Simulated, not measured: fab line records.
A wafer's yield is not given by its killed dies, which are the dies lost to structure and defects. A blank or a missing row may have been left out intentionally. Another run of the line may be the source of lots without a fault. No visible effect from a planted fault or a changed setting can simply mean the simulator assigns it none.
Which tool is to blame? ; flow nand_harc ; 24 lots, 72 wafers sampled, at 2 steps of a route of 1302

## WHAT THE GAUGES READ, wafer by wafer
NHARC_A_CONTACT_INSPECT_71.
lot;measured;on;raw_defect_count
L075;day 21 19:38;defect_inspect-01;71 86 70
L074;day 21 22:49;defect_inspect-02;114 122 105
L076;day 22 12:58;defect_inspect-01;106 101 103
L078;day 23 13:53;defect_inspect-01;110 127 114
L077;day 23 15:47;defect_inspect-01;55 65 66
L079;day 24 03:23;defect_inspect-01;122 93 106
L081;day 24 18:30;defect_inspect-01;29 37 33
L082;day 25 09:39;defect_inspect-02;68 75 74
L080;day 25 12:09;defect_inspect-01;118 110 113
L083;day 25 17:39;defect_inspect-02;68 72 78
L084;day 25 23:46;defect_inspect-01;94 78 68
L087;day 26 13:03;defect_inspect-01;134 141 138
L086;day 26 16:23;defect_inspect-02;56 49 63
L085;day 26 23:40;defect_inspect-02;84 72 85
L090;day 28 08:32;defect_inspect-01;72 70 56
L089;day 28 09:14;defect_inspect-02;58 72 64
L091;day 28 16:12;defect_inspect-02;68 70 72
L088;day 28 21:19;defect_inspect-01;118 96 84
L094;day 29 17:28;defect_inspect-01;92 121 127
L092;day 29 17:59;defect_inspect-02;62 65 73
L093;day 30 17:38;defect_inspect-01;99 105 95
L096;day 30 22:04;defect_inspect-02;58 70 57
L095;day 31 03:34;defect_inspect-01;58 93 98
L097;day 31 10:02;defect_inspect-01;76 62 50

## WHICH TOOL RAN EACH LOT (tool, then ch and the chambers of the sampled wafers, then the start)
lot;NHARC_A_CONTACT_ETCH_96
L075;rie_diel-11 ch 0,1,3, day 21 19:38 or earlier
L074;rie_diel-01 ch 2,3, day 21 22:49 or earlier
L076;rie_diel-01 ch 1,2,3, day 22 12:58 or earlier
L078;rie_diel-05 ch 0,1,3, day 23 13:53 or earlier
L077;rie_diel-01 ch 0,2,3, day 23 15:47 or earlier
L079;rie_diel-01 ch 0,1,3, day 23 22:09
L081;rie_diel-11 ch 0,2,3, day 24 18:30 or earlier
L082;rie_diel-01 ch 1,2,3, day 25 09:39 or earlier
L080;rie_diel-01 ch 0,2,3, day 25 12:09 or earlier
L083;rie_diel-01 ch 0,1,3, day 25 17:39 or earlier
L084;rie_diel-01 ch 0,2,3, day 25 23:46 or earlier
L087;rie_diel-01 ch 0,3, day 26 13:03 or earlier
L086;rie_diel-01 ch 1,2,3, day 26 16:23 or earlier
L085;rie_diel-01 ch 1,2,3, day 26 23:40 or earlier
L090;rie_diel-01 ch 2,3, day 28 08:32 or earlier
L089;rie_diel-05 ch 1,2,3, day 28 09:14 or earlier
L091;rie_diel-11 ch 0,1,3, day 28 16:12 or earlier
L088;rie_diel-01 ch 0,1,2, day 28 21:19 or earlier
L094;rie_diel-01 ch 0,1,2, day 29 17:28 or earlier
L092;rie_diel-01 ch 0,1, day 29 17:59 or earlier
L093;rie_diel-11 ch 0,1, day 30 17:38 or earlier
L096;rie_diel-01 ch 0,2,3, day 30 22:04 or earlier
L095;rie_diel-01 ch 0,1,2, day 31 03:34 or earlier
L097;rie_diel-11 ch 0,3, day 31 10:02 or earlier
- NHARC_A_CONTACT_ETCH_96: etches the open film in C4F6/O2, target depth 20 nm, time 10 s.

## WHAT THE TOOLS THEMSELVES READ (means of the sampled wafers that have a number; where no wafer has one, the mark that the record gives instead)
NHARC_A_CONTACT_ETCH_96.
lot;tool;drypump_motor_current_A (A);oes_product_au (a.u.);rf_vpp_V (V);showerhead_plenum_p_Torr (Torr);throttle_valve_pct (%)
L075;rie_diel-11;5.8;0.944;547;3.94;26.896
L074;rie_diel-01;5.9;1.012;545;3.82;26.896
L076;rie_diel-01;5.4;0.978;548;3.97;26.911
L078;rie_diel-05;5.9;0.945;541;3.70;26.901
L077;rie_diel-01;5.8;0.945;544;3.81;26.905
L079;rie_diel-01;5.8;0.971;546;3.90;26.903
L081;rie_diel-11;5.7;0.942;546;3.89;26.901
L082;rie_diel-01;5.4;0.945;549;3.97;26.906
L080;rie_diel-01;5.7;1.002;544;3.81;26.898
L083;rie_diel-01;5.8;1.003;546;3.89;26.897
L084;rie_diel-01;5.7;0.951;544;3.80;26.901
L087;rie_diel-01;6.2;1.008;544;3.74;26.900
L086;rie_diel-01;5.4;1.008;547;3.96;26.890
L085;rie_diel-01;5.4;0.966;548;3.96;26.901
L090;rie_diel-01;5.4;1.009;546;3.88;26.910
L089;rie_diel-05;5.8;0.950;545;3.78;26.900
L091;rie_diel-11;5.8;1.001;547;3.91;26.905
L088;rie_diel-01;5.3;0.956;547;3.95;26.901
L094;rie_diel-01;5.3;1.006;548;3.95;26.901
L092;rie_diel-01;5.7;0.974;546;3.87;26.901
L093;rie_diel-11;6.0;0.945;543;3.77;26.905
L096;rie_diel-01;5.8;0.976;544;3.79;26.893
L095;rie_diel-01;5.3;0.945;547;3.94;26.898
L097;rie_diel-11;5.7;0.952;549;4.02;26.895

## THE ANSWER, worked out from the rows above alone
Rule: the usual values come from the lots themselves. The widest of any qualifying gaps counts: lots, ordered by their means at a reading, are off when they make up no more than a third of the lots, leave a main group of 4 or more, and stand apart from it by 3 or more times the standard deviation of that group's means. Not used: any main group whose means are identical at the precision the tables above print for the reading. Also off: a lot with no number at a reading for which 4 or more lots have one. Where the step has rows for the other lots, those lots are counted as sound. Order of review: gauges by route order, followed by the tools' own readings, for which a lot's mean as printed above is used. The first step at which some lot is off is used, and at that step the reading that is off furthest; a lot without a number counts as furthest.
Nothing can be told from this: no lot is off at any reading shown.

## WHAT THE SIMULATOR PUT IN
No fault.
